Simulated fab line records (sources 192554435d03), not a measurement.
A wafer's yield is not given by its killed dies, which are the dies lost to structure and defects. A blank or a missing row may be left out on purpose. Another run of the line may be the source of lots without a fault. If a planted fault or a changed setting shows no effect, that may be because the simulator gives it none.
Chamber matching :: flow n5Finfet :: N5_FIN_SAQP_ALD_61 on aldSin-02: 4 sister chambers
The step deposits SiO2, target thk 4 nm, pulse time 1 s, purge time 2 s. 14 wafers are shown with their chamber, then 7 later ones without.

EACH WAFER AND ITS CHAMBER
wafer: L074.1
chamber: 3
heaterPowerW (W): 498
precursorPulseHeightRel: 1.036

wafer: L074.4
chamber: 1
heaterPowerW (W): 555
precursorPulseHeightRel: 1.017

wafer: L074.6
chamber: 2
heaterPowerW (W): 578
precursorPulseHeightRel: 0.985

wafer: L080.1
chamber: 3
heaterPowerW (W): 490
precursorPulseHeightRel: 1.024

wafer: L080.2
chamber: 1
heaterPowerW (W): 564
precursorPulseHeightRel: 0.978

wafer: L080.4
chamber: 2
heaterPowerW (W): 556
precursorPulseHeightRel: 1.006

wafer: L085.2
chamber: 1
heaterPowerW (W): 550
precursorPulseHeightRel: 1.010

wafer: L085.4
chamber: 2
heaterPowerW (W): 540
precursorPulseHeightRel: 0.995

wafer: L085.5
chamber: 1
heaterPowerW (W): 546
precursorPulseHeightRel: 0.976

wafer: L087.2
chamber: 2
heaterPowerW (W): 558
precursorPulseHeightRel: 1.001

wafer: L087.4
chamber: 3
heaterPowerW (W): 490
precursorPulseHeightRel: 1.011

wafer: L087.6
chamber: 0
heaterPowerW (W): 426
precursorPulseHeightRel: 1.014

wafer: L088.1
chamber: 2
heaterPowerW (W): 555
precursorPulseHeightRel: 1.015

wafer: L088.3
chamber: 0
heaterPowerW (W): 432
precursorPulseHeightRel: 1.029

SIGNATURES (means of the wafers above)
reading: heaterPowerW
chamber 0: 429.00
chamber 1: 553.75
chamber 2: 557.40
chamber 3: 492.67
scatter within a chamber: 9.88

reading: precursorPulseHeightRel
chamber 0: 1.02150
chamber 1: 0.99525
chamber 2: 1.00040
chamber 3: 1.02367
scatter within a chamber: 0.0151
Rule: distance of a wafer from a chamber = root of the sum over the readings of ((wafer's reading minus chamber's mean) / reading's scatter) squared. The wafer belongs to the nearest chamber; if the next one is less than 2 further off, it can't be placed. How the scatter is found: for the shown wafers, subtract from each reading the mean of its chamber, square and add these, divide the total by (wafers less chambers), then take the root.

WAFERS WITH NO CHAMBER GIVEN
wafer: L088.4
heaterPowerW (W): 558
precursorPulseHeightRel: 1.002

wafer: L093.1
heaterPowerW (W): 537
precursorPulseHeightRel: 1.000

wafer: L093.2
heaterPowerW (W): 560
precursorPulseHeightRel: 0.995

wafer: L093.6
heaterPowerW (W): 568
precursorPulseHeightRel: 0.940

wafer: L096.1
heaterPowerW (W): 565
precursorPulseHeightRel: 0.970

wafer: L096.2
heaterPowerW (W): 497
precursorPulseHeightRel: 1.012

wafer: L096.6
heaterPowerW (W): 426
precursorPulseHeightRel: 1.011

CHAMBER TAKEN BY EACH
wafer: L088.4
from the rows above: can't be placed: 2 or 1
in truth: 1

wafer: L093.1
from the rows above: can't be placed: 1 or 2
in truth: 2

wafer: L093.2
from the rows above: can't be placed: 2 or 1
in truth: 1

wafer: L093.6
from the rows above: can't be placed: 1 or 2
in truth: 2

wafer: L096.1
from the rows above: can't be placed: 1 or 2
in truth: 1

wafer: L096.2
from the rows above: 3
in truth: 3

wafer: L096.6
from the rows above: 0
in truth: 0
Placed correctly: 2 of 7. From these rows, 5 cannot be placed; in 5 the true chamber is one of the candidates. 0 placed wrongly.
